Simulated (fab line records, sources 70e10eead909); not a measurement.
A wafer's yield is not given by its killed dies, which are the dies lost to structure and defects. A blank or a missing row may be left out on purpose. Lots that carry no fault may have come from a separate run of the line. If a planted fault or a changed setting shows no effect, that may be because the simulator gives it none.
fab line records	flow nand-harc
record: lots: 12	wafers: 36	last-day: 24
route steps=1159 shown P_ZERO_WELL@12 P_GATE@143 END@1159
lots with no fault: from the same line, run without faults
start-h: hours from the record's first day to the start of the lot's first wafer shown	wait-h: how many hours have passed since the lot's step before this one	" unchanged from the row above	L1.1+2: one row covering several wafers at once	- value missing, or start not given	* or withheld: withheld	< > ~ a bound
route shown NAME@n: a module of which the file shows steps, and the number in the route of the first	usual: mean/standard deviation taken from wafers without a fault	same: alike in all rows	chamber/n: place in a boat	sites: per-site readings	_std_site: the standard deviation of these	_edge_site: inner sites' mean taken away from outer sites' mean	radius-mm: for every site, how far away it sits from the centre of the wafer	mask NAME#n: copy n	behind: the tool/chamber that last shaped the wafer	hold: cause of the lot's hold/its duration in hours/its outcome	device: the transistor (n, p or np) that didn't switch	end of line: tests run on the same wafers once the route is complete	for a step that has no rows: nothing shown but its recipe	killed: not the wafer's yield, but the dies lost to structure and defects at the first sort	map: the dies of a wafer, with x for killed, . for not killed, _ for no die there
set.NAME: the run value of the setting; set.NAME@STEP: its run value at that earlier step	model.NAME: the simulator's own value behind a step, which no gauge read
one table for each step of the route and one row for each wafer, over a sample of lots
services: a tool's chamber out of use, with start hour (start-h, from the record's first day; less than 0 if before it), hours out, and reason
== steps ==
step: NHARC_P_ZERO_WELL_PEB_09
recipe: peb-temp-c: 128	peb-time-s: 80
usual: heater-power-total-W: 189.7/0.76	plate-temp-C: 127.98/0.14
lot.wafer	tool	chamber	start-h	wait-h	heater-power-total-W	plate-temp-C
L952.1	litho-track-07	0	13.15	0.1	188.5	127.59
L952.2	"	0	"	"	190.6	127.78
L952.3	"	0	"	"	190.7	127.91
L953.1	litho-track-03	0	19.19	0.1	189.0	128.21
L953.3	"	0	"	"	189.3	128.13
L953.4	"	0	"	"	189.5	128.09
L955.2	litho-track-02	0	31.15	0.1	190.1	127.96
L955.5	"	0	"	"	189.2	127.88
L955.6	"	0	"	"	189.6	128.16
L957.2	litho-track-07	0	43.16	0.1	173.6	119.28
L957.3	"	0	"	"	173.3	119.54
L957.4	"	0	"	"	173.6	119.47
L960.2	litho-track-07	0	61.15	0.1	173.0	119.38
L960.3	"	0	"	"	173.0	119.52
L960.4	"	0	"	"	172.9	119.48
L964.3	litho-track-02	0	85.06	0.1	189.8	127.92
L964.4	"	0	"	"	189.2	127.96
L964.6	"	0	"	"	189.2	128.03
L968.3	litho-track-03	0	109.16	0.1	189.3	128.08
L968.5	"	0	"	"	189.6	128.08
L968.6	"	0	"	"	190.8	128.13
L969.3	litho-track-03	0	115.16	0.1	189.3	128.19
L969.4	"	0	"	"	190.9	127.95
L969.5	"	0	"	"	189.7	128.12
L972.3	litho-track-07	0	133.15	0.1	190.3	128.16
L972.4	"	0	"	"	189.6	128.02
L972.6	"	0	"	"	188.5	128.15
L973.1	litho-track-03	0	139.03	0.1	189.7	127.61
L973.4	"	0	"	"	190.3	127.63
L973.6	"	0	"	"	189.4	127.52
L974.1	litho-track-02	0	145.05	0.1	190.9	128.17
L974.3	"	0	"	"	190.0	128.02
L974.4	"	0	"	"	189.0	128.11
L975.1	litho-track-07	0	151.22	0.1	189.9	127.87
L975.3	"	0	"	"	189.7	127.86
L975.4	"	0	"	"	190.6	127.93
step: NHARC_P_ZERO_WELL_CD_MEAS_11
recipe: target-cd-nm: 500	landing-energy-ev: 500
usual: cd-nm: 500.0/1.3
lot.wafer	tool	chamber	start-h	wait-h	cd-nm
L952.1	cd-sem-02	0	13.24	-	502.1
L952.2	"	0	"	"	499.5
L952.3	"	0	"	"	500.2
L953.1	cd-sem-01	0	19.27	-	498.9
L953.3	"	0	"	"	500.2
L953.4	"	0	"	"	501.0
L955.2	cd-sem-03	0	31.24	-	501.1
L955.5	"	0	"	"	500.5
L955.6	"	0	"	"	500.4
L957.2	cd-sem-01	0	43.24	-	417.0
L957.3	"	0	"	"	418.9
L957.4	"	0	"	"	418.1
L960.2	cd-sem-03	0	61.24	-	419.2
L960.3	"	0	"	"	417.4
L960.4	"	0	"	"	418.1
L964.3	cd-sem-01	0	85.15	-	499.8
L964.4	"	0	"	"	501.7
L964.6	"	0	"	"	501.5
L968.3	cd-sem-01	0	109.24	-	499.5
L968.5	"	0	"	"	498.7
L968.6	"	0	"	"	499.7
L969.3	cd-sem-03	0	115.25	-	498.9
L969.4	"	0	"	"	496.9
L969.5	"	0	"	"	497.6
L972.3	cd-sem-03	0	133.24	-	501.5
L972.4	"	0	"	"	500.4
L972.6	"	0	"	"	500.1
L973.1	cd-sem-02	0	139.11	-	503.1
L973.4	"	0	"	"	500.7
L973.6	"	0	"	"	499.6
L974.1	cd-sem-02	0	145.13	-	499.7
L974.3	"	0	"	"	500.2
L974.4	"	0	"	"	500.7
L975.1	cd-sem-03	0	151.31	-	498.5
L975.3	"	0	"	"	499.0
L975.4	"	0	"	"	499.8
step: NHARC_P_ZERO_WELL_ETCH_62
recipe: target-depth-a: 130	time-s: 6.5	chf3-flow-sccm: 50	ar-flow-sccm: 200	rf-w: 500	bias-w: 200	chemistry: CHF3/Ar
usual: drypump-motor-current-A: 5.8/0.47	oes-product-au: 0.963/0.016	rf-fwd-power-W: 488.4/2	rf-vpp-V: 370.4/2	showerhead-plenum-p-Torr: 2.34/0.081	throttle-valve-pct: 20.218/0.0086
lot.wafer	tool	chamber	start-h	wait-h	drypump-motor-current-A	oes-product-au	rf-fwd-power-W	rf-hours-counter-h	rf-vpp-V	showerhead-plenum-p-Torr	throttle-valve-pct
L952.1	rie-diel-02	3	-	-	5.9	0.984	487.9	2.3	373.6	2.48	20.212
L952.3	"	0	"	"	5.4	0.978	488.5	1.4	369.7	2.27	20.210
L952.2	"	2	"	"	5.8	0.966	493.2	1.9	371.0	2.40	20.220
L953.4	rie-diel-12	3	-	-	5.9	0.987	491.2	11.4	371.1	2.37	20.221
L953.3	"	0	"	"	6.5	0.968	486.1	10.6	369.2	2.27	20.220
L953.1	"	1	"	"	5.2	0.963	487.7	10.1	371.7	2.38	20.229
L955.2	rie-diel-03	2	-	-	5.9	0.979	489.3	9.4	370.9	2.35	20.219
L955.6	"	0	"	"	6.1	0.993	489.8	-	368.1	2.29	20.220
L955.5	"	1	"	"	5.0	0.983	486.6	-	372.0	2.45	20.217
L957.3	rie-diel-12	3	-	-	6.0	0.976	490.2	0.6	372.9	2.37	20.207
L957.2	"	0	"	"	6.5	0.975	487.4	0.8	369.8	2.27	20.221
L957.4	"	1	"	"	5.2	0.965	487.0	1.1	372.0	2.38	20.219
L960.2	rie-diel-12	1	-	-	5.2	0.937	486.0	2.7	370.8	2.38	20.210
L960.3	"	2	"	"	5.4	0.954	490.3	2.2	365.6	2.19	20.210
L960.4	"	3	"	"	6.0	0.948	491.4	1.7	370.1	2.37	20.210
L964.4	rie-diel-12	0	-	-	6.5	0.931	487.4	3.7	370.3	2.27	20.223
L964.3	"	1	"	"	5.2	0.943	487.3	4.0	371.3	2.38	20.236
L964.6	"	3	"	"	5.9	0.953	491.8	-	370.7	2.37	20.220
L968.3	rie-diel-03	1	-	-	5.0	0.957	485.4	4.6	373.2	2.44	20.221
L968.5	"	0	"	"	6.1	0.958	486.5	-	368.7	2.29	20.220
L968.6	"	1	"	"	5.0	0.954	485.6	-	373.8	2.44	20.226
L969.3	rie-diel-12	3	-	-	5.9	0.956	490.8	5.3	370.4	2.37	20.224
L969.4	"	1	"	"	5.2	0.952	485.5	-	372.3	2.37	20.210
L969.5	"	3	"	"	6.0	0.957	487.5	-	371.4	2.37	20.202
L972.3	rie-diel-03	3	-	-	6.1	0.959	487.9	5.9	371.0	2.39	20.220
L972.4	"	1	"	"	5.0	0.975	488.5	6.4	370.8	2.44	20.221
L972.6	"	3	"	"	6.1	0.959	486.1	-	368.4	2.39	20.216
L973.4	rie-diel-12	1	-	-	5.2	0.950	488.7	7.0	372.0	2.37	20.218
L973.1	"	2	"	"	5.4	0.966	491.4	6.6	366.9	2.19	20.231
L973.6	"	0	"	"	6.5	0.938	486.1	-	369.1	2.27	20.219
L974.1	rie-diel-02	3	-	-	5.9	0.962	487.8	10.8	373.6	2.48	20.221
L974.3	"	1	"	"	6.4	0.978	488.1	10.0	371.6	2.37	20.208
L974.4	"	2	"	"	5.8	0.963	491.3	9.5	369.7	2.39	20.221
L975.3	rie-diel-12	1	-	-	5.2	0.964	487.7	8.8	371.2	2.37	20.225
L975.4	"	2	"	"	5.4	0.981	491.1	8.1	366.6	2.19	20.206
L975.1	"	0	"	"	6.5	0.968	487.8	8.7	370.6	2.27	20.223
step: NHARC_P_ZERO_WELL_DESCUM_54
recipe: time-s: 3	o2-flow-sccm: 200	ar-flow-sccm: 0	bias-power-w: 0	chemistry: O2
usual: drypump-motor-current-A: 5.8/0.44	oes-product-au: 0.999/0.0077	rf-vpp-V: 57.8/0.76	showerhead-plenum-p-Torr: 1.92/0.064	throttle-valve-pct: 11.311/0.0091
lot.wafer	tool	chamber	start-h	wait-h	drypump-motor-current-A	oes-product-au	rf-hours-counter-h	rf-vpp-V	showerhead-plenum-p-Torr	throttle-valve-pct
L952.2	rie-diel-02	3	17.96	-	5.9	0.998	2.6	57.8	2.03	11.302
L952.1	"	0	"	"	5.4	1.012	1.7	56.0	1.85	11.306
L952.3	"	2	"	"	5.8	0.995	2.5	58.5	1.96	11.296
L953.4	rie-diel-02	3	24.08	-	5.9	0.998	2.6	57.5	2.03	11.310
L953.1	"	0	"	"	5.4	1.008	1.7	57.1	1.85	11.305
L953.3	"	2	"	"	5.8	1.017	2.5	57.9	1.96	11.305
L955.2	rie-diel-12	3	36.06	-	5.9	1.014	0	56.2	1.94	11.315
L955.5	"	1	"	"	5.2	1.008	-	58.3	1.94	11.311
L955.6	"	2	"	"	5.4	1.010	-	56.7	1.79	11.315
L957.2	rie-diel-03	3	48.01	-	6.1	1.005	0	58.5	1.95	11.315
L957.3	"	0	"	"	6.1	1.002	0	57.3	1.87	11.313
L957.4	"	2	"	"	5.9	1.000	0	58.3	1.92	11.324
L960.2	rie-diel-03	2	65.89	-	5.9	1.002	0.6	58.0	1.92	11.302
L960.3	"	0	"	"	6.1	1.004	1.5	58.2	1.87	11.302
L960.4	"	1	"	"	5.0	0.994	1.4	59.0	2.00	11.311
L964.4	rie-diel-03	3	89.71	-	6.1	0.991	2.8	57.8	1.95	11.296
L964.3	"	0	"	"	6.1	1.008	3.5	58.0	1.87	11.303
L964.6	"	3	"	"	6.1	0.989	-	58.1	1.95	11.313
L968.3	rie-diel-03	2	113.94	-	5.8	1.006	3.4	57.4	1.91	11.315
L968.6	"	2	"	"	5.9	0.998	-	57.0	1.91	11.305
L968.5	"	3	"	"	6.1	0.981	-	58.5	1.95	11.308
L969.3	rie-diel-12	3	119.89	-	5.9	1.011	5.5	58.2	1.94	11.314
L969.4	"	1	"	"	5.2	1.005	5.9	58.2	1.94	11.312
L969.5	"	3	"	"	5.9	1.003	-	58.7	1.94	11.303
L972.4	rie-diel-12	3	137.91	-	5.9	1.009	6.9	58.9	1.94	11.302
L972.3	"	1	"	"	5.2	0.999	6.9	56.6	1.94	11.312
L972.6	"	3	"	"	5.9	1.013	-	59.5	1.94	11.310
L973.4	rie-diel-03	2	143.95	-	5.8	1.013	5.8	57.9	1.91	11.307
L973.1	"	0	"	"	6.1	1.009	6.1	58.0	1.87	11.316
L973.6	"	3	"	"	6.1	1.001	-	56.8	1.95	11.313
L974.4	rie-diel-03	2	149.96	-	5.9	1.002	6.3	57.8	1.91	11.309
L974.1	"	0	"	"	6.1	1.004	7.0	57.4	1.87	11.317
L974.3	"	1	"	"	5.0	0.990	7.1	58.1	2.00	11.312
L975.3	rie-diel-12	0	155.99	-	6.4	0.995	8.9	57.1	1.85	11.311
L975.1	"	2	"	"	5.4	0.990	8.3	56.0	1.78	11.317
L975.4	"	3	"	"	5.9	1.005	8.6	57.9	1.93	11.322
step: NHARC_P_GATE_INSPECT_28
usual: raw-defect-count: 6/3.2
lot.wafer	tool	chamber	start-h	wait-h	raw-defect-count
L952.1	defect-inspect-01	-	88.72	0.0	8
L952.2	"	-	"	"	8
L952.3	"	-	"	"	3
L953.1	defect-inspect-01	-	88.87	0.0	5
L953.3	"	-	"	"	2
L953.4	"	-	"	"	5
L955.2	defect-inspect-01	-	102.66	0.0	2
L955.5	"	-	"	"	2
L955.6	"	-	"	"	8
L957.2	defect-inspect-01	-	114.06	0.0	16
L957.3	"	-	"	"	12
L957.4	"	-	"	"	8
L960.2	defect-inspect-01	-	138.97	0.0	9
L960.3	"	-	"	"	7
L960.4	"	-	"	"	3
L964.3	defect-inspect-02	-	165.73	0.0	6
L964.4	"	-	"	"	9
L964.6	"	-	"	"	5
L968.3	defect-inspect-02	-	179.94	0.0	4
L968.5	"	-	"	"	10
L968.6	"	-	"	"	0
L969.3	defect-inspect-02	-	193.35	0.0	8
L969.4	"	-	"	"	4
L969.5	"	-	"	"	4
L972.3	defect-inspect-01	-	206.54	0.0	2
L972.4	"	-	"	"	2
L972.6	"	-	"	"	8
L973.1	defect-inspect-02	-	213.57	0.0	8
L973.4	"	-	"	"	9
L973.6	"	-	"	"	6
L975.1	defect-inspect-01	-	221.91	0.0	7
L975.3	"	-	"	"	5
L975.4	"	-	"	"	4
L974.1	defect-inspect-01	-	222.06	0.0	4
L974.3	"	-	"	"	8
L974.4	"	-	"	"	7
step: NHARC_END_SORT_01
recipe: temp-c: 25
usual: killed-at-array: 27/10	killed-at-other: 0.6/1	killed-at-periphery: 3.4/2.7	killed-dies: 31/9.7	killed-open: 3.4/1.7	killed-short: 2.2/1.5
same: gross-dies: 677
lot.wafer	tool	chamber	start-h	wait-h	killed-at-array	killed-at-other	killed-at-periphery	killed-dies	killed-open	killed-short
L957.2	prober-02	0	466.91	2.8	22	0	247	269	4	3
L957.3	prober-02	0	467.72	3.1	27	0	239	266	4	0
L957.4	prober-02	0	468.52	3.4	31	0	244	275	3	2
L960.2	prober-01	0	494.85	2.8	19	3	237	259	6	4
L960.3	prober-01	0	495.66	3.1	12	0	246	258	5	2
L960.4	prober-01	0	496.48	3.5	13	1	247	261	2	1
killed by level:class
L957.2 P_ZERO_WELL:area-peb=238 A_CHANNEL_HOLE_D1:chamber-film-flake=14 P_ZERO_WELL:chamber-film-flake=6 A_ONON_D1:geometric-particle:short=2 P_STI:geometric-particle:short=1 P_M0:geometric-particle:open=1 A_WL_FILL:geometric-particle:open=1 A_CONTACT:geometric-particle:open=1
L957.3 P_ZERO_WELL:area-peb=230 A_CHANNEL_HOLE_D1:chamber-film-flake=16 P_ZERO_WELL:chamber-film-flake=9 A_CHANNEL_FILL_D1:chamber-film-flake=2 A_STAIRCASE:chamber-film-flake=2 A_SLIT:chamber-film-flake=2 A_ONON_D1:geometric-particle:open=1 A_CONTACT:geometric-particle:open=1
L957.4 P_ZERO_WELL:area-peb=241 A_CHANNEL_HOLE_D1:chamber-film-flake=20 P_ZERO_WELL:chamber-film-flake=2 A_CHANNEL_FILL_D1:chamber-film-flake=2 A_M0:chamber-film-flake=2 A_ONON_D1:geometric-particle:open=1 A_ONON_D1:geometric-particle:short=1 A_M0:geometric-particle:open=1
L960.2 P_ZERO_WELL:area-peb=233 A_CHANNEL_HOLE_D1:chamber-film-flake=7 A_CONTACT:chamber-film-flake=3 A_STAIRCASE:chamber-film-flake=2 THIN_TSV:chamber-film-flake=2 P_CONTACT:geometric-particle:short=1 P_M0:geometric-particle:open=1 A_SOURCE_PLATE:geometric-particle:short=1
L960.3 P_ZERO_WELL:area-peb=242 A_CHANNEL_HOLE_D1:chamber-film-flake=3 A_STAIRCASE:chamber-film-flake=3 P_CONTACT:geometric-particle:open=2 A_CONTACT:chamber-film-flake=2 P_GATE:geometric-particle:open=1 A_ONON_D1:geometric-particle:short=1 A_WL_FILL:geometric-particle:short=1
L960.4 P_ZERO_WELL:area-peb=245 A_CHANNEL_HOLE_D1:chamber-film-flake=3 A_CONTACT:chamber-film-flake=3 A_M0:geometric-particle:open=2 P_M0:chamber-film-flake=2 A_STAIRCASE:chamber-film-flake=2 A_CHANNEL_HOLE_D1:geometric-particle:short=1 A_ZERO_WELL:chamber-film-flake=1
== services ==
tool	chamber	start-h	hours	kind
litho-track-02	-	-10.00	7.0	pm
rie-diel-12	0	4.40	-	clean
rie-diel-12	1	4.40	-	clean
rie-diel-12	2	4.40	-	clean
rie-diel-12	3	4.40	-	clean
rie-diel-03	-	4.40	4.2	repair
rie-diel-03	-	8.95	2.2	repair
litho-track-07	-	14.00	7.0	pm
rie-diel-12	-	25.40	9.0	pm
rie-diel-12	0	25.40	9.0	vent-cycle
rie-diel-12	1	25.40	9.0	vent-cycle
rie-diel-12	2	25.40	9.0	vent-cycle
rie-diel-12	3	25.40	9.0	vent-cycle
rie-diel-12	0	34.40	-	clean
rie-diel-12	1	34.40	-	clean
litho-track-03	-	38.00	7.0	pm
rie-diel-03	-	38.40	9.0	pm
rie-diel-03	2	58.16	3.6	repair
rie-diel-02	2	64.27	16.2	repair
rie-diel-02	0	87.87	21.5	repair
rie-diel-03	2	107.75	3.3	repair
rie-diel-12	2	113.53	3.2	repair
rie-diel-12	0	130.88	4.4	repair
rie-diel-02	-	150.73	9.0	pm
== key ==
first-sign: step: NHARC_P_ZERO_WELL_PEB_09	reading: plate-temp-C	direction: down	sigmas: 61	usual: *	struck: *
effect: step: NHARC_P_ZERO_WELL_PEB_09	reading: heater-power-total-W	direction: down	sigmas: 22	usual: *	struck: *
effect: step: NHARC_P_ZERO_WELL_CD_MEAS_11	reading: cd-nm	direction: down	sigmas: 64	usual: 500.0	struck: 418.1
effect: step: NHARC_END_SORT_01	reading: killed-at-periphery	direction: up	sigmas: 88	usual: 3.4	struck: 243.3
more-kills-born-at: NHARC_P_ZERO_WELL_PEB_09@litho-track-07: 1429
met-at NHARC_P_ZERO_WELL_PEB_09
struck-lots L957,L960
tester-left-out L957,L960
not-acting-at NHARC_P_ZERO_WELL_ETCH_62,NHARC_P_ZERO_WELL_DESCUM_54,NHARC_P_GATE_INSPECT_28
onset-between 13.15 43.16
fault: kind: process-parameter-drift	tool: litho-track-07	chamber: -	onset-h: 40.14	steps: NHARC_P_ZERO_WELL_PEB_09	channel: peb-temp-c	offset: *	shape: step	end-h: 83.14	acts-in: *	stated: *
tester-left-out: of these lots the tester's yield and bins aren't shown, on N5 and GAA mostly nor the transistor test; their killed dies are dies lost to structure and defects alone, not to doping, threshold or leakage, so they don't give the yield
